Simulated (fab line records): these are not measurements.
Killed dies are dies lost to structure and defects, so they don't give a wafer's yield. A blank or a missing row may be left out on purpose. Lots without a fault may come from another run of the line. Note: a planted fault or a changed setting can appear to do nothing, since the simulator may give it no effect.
Matching of chambers / flow nandHarc / NHARC_A_CHANNEL_HOLE_D2_DEP_01 on pecvd-02 has 3 sister chambers
The step deposits SiON, target thk 140 nm. 6 wafers are shown with their chamber, then 8 later ones without.

EACH WAFER AND ITS CHAMBER
wafer=L709.1; chamber=2; heaterPowerW (W)=773
wafer=L709.6; chamber=1; heaterPowerW (W)=838
wafer=L710.3; chamber=0; heaterPowerW (W)=769
wafer=L710.4; chamber=0; heaterPowerW (W)=774
wafer=L710.5; chamber=1; heaterPowerW (W)=842
wafer=L713.1; chamber=2; heaterPowerW (W)=647

WAFERS WHOSE CHAMBER IS MISSING
wafer=L713.2; heaterPowerW (W)=637
wafer=L713.5; heaterPowerW (W)=876
wafer=L720.1; heaterPowerW (W)=730
wafer=L720.2; heaterPowerW (W)=747
wafer=L720.5; heaterPowerW (W)=754
wafer=L723.3; heaterPowerW (W)=772
wafer=L723.5; heaterPowerW (W)=781
wafer=L723.6; heaterPowerW (W)=669

CHAMBER TAKEN BY EACH
wafer=L713.2; from the rows above=can't be placed: 2 or 0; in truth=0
wafer=L713.5; from the rows above=can't be placed: 1 or 0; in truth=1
wafer=L720.1; from the rows above=can't be placed: 2 or 0 or 1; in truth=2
wafer=L720.2; from the rows above=can't be placed: 0 or 2 or 1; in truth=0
wafer=L720.5; from the rows above=can't be placed: 0 or 2 or 1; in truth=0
wafer=L723.3; from the rows above=can't be placed: 0 or 2 or 1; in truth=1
wafer=L723.5; from the rows above=can't be placed: 0 or 1 or 2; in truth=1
wafer=L723.6; from the rows above=can't be placed: 2 or 0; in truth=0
0 of 8 placed correctly. Not placeable from these rows: 8 (in 8, the candidates include the true chamber). Number placed wrongly: 0.
How it was worked out, from the rows above alone: a wafer's distance from a chamber is the root of the sum, over the readings, of the square of ((its reading less the chamber's mean) divided by the reading's scatter). If the next closest chamber is less than 2 further off than the closest, the wafer can't be placed; otherwise it belongs to the closest. Each chamber's mean is taken over the wafers shown for it. The scatter is the square root of a quotient: the sum, over the shown wafers, of each reading's squared deviation from its chamber's mean, divided by wafers minus chambers.
